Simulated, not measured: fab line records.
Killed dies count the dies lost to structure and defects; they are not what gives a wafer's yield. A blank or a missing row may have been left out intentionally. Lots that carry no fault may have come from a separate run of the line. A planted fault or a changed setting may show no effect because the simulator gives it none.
A lot that was struck, set against a sound lot :: flow nandHarc :: 15 steps out of a route of 1302
Sound: these wafers, L551.2, L551.3, L551.5. Wafers struck: L564.2, L564.3, L564.5. The cause is given at the end.
Order at every step that has rows: each side's tool, ch and its chambers, its first start. Under that, the readings that differ: sound wafers :: struck wafers :: difference of the means :: sigmas: that difference in standard deviations of wafers without a fault.
alike: readings whose means differ by less than 2 such deviations, and words and numbers that are the same on both sides. not compared: withheld readings, readings that some wafer has no value for, bounds like >300 that may hide the same value, and numbers for which the record gives no deviation and whose values overlap.
A row with sigmas, a row that says differs or no value, or rows on one side alone: a step with any of these is where the two part. Numbers that have no deviation but don't overlap get no sigmas and don't part them. A reading that every wafer of one side lacks parts them only if that side has two wafers or more.

first, 1 step without rows for these wafers: NHARC_P_STI_HARDBAKE_13 (time 65 s).
NHARC_P_STI_DESCUM_14: chemistry O2, time 3 s.
  sound on rieDiel-10 ch 0,2,3, day 4 13:01; struck on rieDiel-04 ch 2,3, day 9 22:43
  alike: drypumpMotorCurrentA, oesProductAu, rfVppV, showerheadPlenumPTorr, throttleValvePct
  not compared: rfHoursCounterH
NHARC_P_STI_ETCH_42: etches the open film in N2/H2, target depth 80 nm, overetch 24 nm, time 61 s.
  sound on rieDiel-10 ch 0,1,3, day 4 13:07; struck on rieDiel-04 ch 2,3, day 9 22:51
  alike: drypumpMotorCurrentA, oesProductAu, rfVppV, showerheadPlenumPTorr, throttleValvePct
  not compared: rfHoursCounterH
NHARC_P_STI_ETCH_31: etches the open film in CF4/CHF3, target depth 108.9 nm, time 54.5 s.
  sound on rieDiel-10 ch 2,3; struck on rieDiel-04 ch 2,3
  alike: drypumpMotorCurrentA, oesProductAu, rfVppV, showerheadPlenumPTorr, throttleValvePct
  not compared: rfHoursCounterH
NHARC_P_STI_ETCH_15: etches the open film in HBr/Cl2, target depth 300 nm, time 100.1 s.
  sound on rieSi-06 ch 1,2, day 4 13:17; struck on rieSi-05 ch 0,1,2, day 9 23:08
  alike: drypumpMotorCurrentA, oesProductAu, throttleValvePct
  not compared: rfHoursCounterH
NHARC_P_STI_CD_MEAS_16:
  sound on cdSem-03, day 4 13:27; struck on cdSem-03, day 9 23:17
  alike: cdNm
NHARC_P_STI_OCD_MEAS_17:
  sound on ocd-01, day 4 13:32; struck on ocd-02, day 9 23:23
  alike: trenchDepthNm, trenchFootCdNm
then, 3 steps without rows for these wafers: NHARC_P_STI_STRIP_19 (strips in SPM, time 900 s); NHARC_P_STI_PRECLEAN_32 (cleans in SC1); NHARC_P_STI_SRD_23.
NHARC_P_STI_OCD_MEAS_43:
  sound on ocd-02, day 4 14:03; struck on ocd-01, day 9 23:53
  alike: trenchDepthNm, trenchFootCdNm
then, 1 step without rows for these wafers: NHARC_P_STI_OXIDE_33 (material SiO2, target thk 10 nm, ox time 281 s).
NHARC_P_STI_HDPCVD_20: deposits SiO2.
  sound on hdpcvd-01 ch 0,1, day 4 22:32; struck on hdpcvd-01 ch 0,1, day 10 09:28
then, 1 step without rows for these wafers: NHARC_P_STI_ANNEAL_34 (time 1800 s).
-- jump in the record: it breaks off in module P_STI and resumes in module END (first step shown: number 1302 of the route), and 21 days separate the struck wafers' starts before and after --
NHARC_END_SORT_01:
  only the struck wafers appear in the record here, on prober-02 ch 0 at day 31 04:02; the sound ones have no rows

WHERE THEY PART
At NHARC_END_SORT_01 and nowhere else, as far as this record goes.

WHY: whatever the simulator had introduced
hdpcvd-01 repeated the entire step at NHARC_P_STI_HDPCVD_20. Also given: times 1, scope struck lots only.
